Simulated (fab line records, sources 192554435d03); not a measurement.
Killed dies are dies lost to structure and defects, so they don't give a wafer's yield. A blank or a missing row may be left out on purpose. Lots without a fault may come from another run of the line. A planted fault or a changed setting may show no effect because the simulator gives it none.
Chamber matching | flow n5_finfet | N5_BEOL_M7_CURE_74 on uv_cure-01: 3 sister chambers
The step cures SiCOH lowk, time 240 s. 6 wafers are shown with their chamber, then 8 later ones without.

WAFERS WITH THEIR CHAMBER
wafer  | chamber | wafer_temp_C_max | lamp_power_pct (%)
L076.6 | 2       | 385.5            | 52.30
L078.3 | 0       | 386.3            | 52.28
L078.6 | 0       | 387.0            | 52.33
L082.3 | 1       | 386.1            | 52.38
L082.6 | 1       | 386.7            | 52.32
L083.1 | 2       | 386.0            | 52.27

WAFERS WITHOUT THEIR CHAMBER
wafer  | wafer_temp_C_max | lamp_power_pct (%)
L083.2 | 385.7            | 52.25
L083.3 | 387.2            | 52.32
L089.2 | 387.4            | 52.36
L089.3 | 387.2            | 52.27
L089.5 | 387.1            | 52.34
L094.3 | 385.1            | 52.29
L094.5 | 385.6            | 52.34
L094.6 | 385.9            | 52.27

WHICH CHAMBER EACH WENT THROUGH
wafer  | from the rows above          | in truth
L083.2 | can't be placed: 2 or 0      | 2
L083.3 | can't be placed: 0 or 1      | 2
L089.2 | can't be placed: 1 or 0      | 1
L089.3 | can't be placed: 0 or 1 or 2 | 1
L089.5 | can't be placed: 0 or 1      | 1
L094.3 | can't be placed: 2 or 1      | 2
L094.5 | can't be placed: 2 or 1 or 0 | 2
L094.6 | can't be placed: 2 or 0      | 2
Placed correctly: 0 of 8. Can't be placed from these rows: 8 (the true chamber is among the candidates in 7). Placed wrongly: 0.
How it was worked out, from the rows above alone: a wafer's distance from a chamber is the root of the sum, over the readings, of the square of ((its reading less the chamber's mean) divided by the reading's scatter). The wafer belongs to the nearest chamber; if the next one is less than 2 further off, it can't be placed. A chamber's mean is the mean of its shown wafers. The scatter: the root of (the sum of the squares of (reading less its chamber's mean) over the shown wafers, divided by (wafers less chambers)).
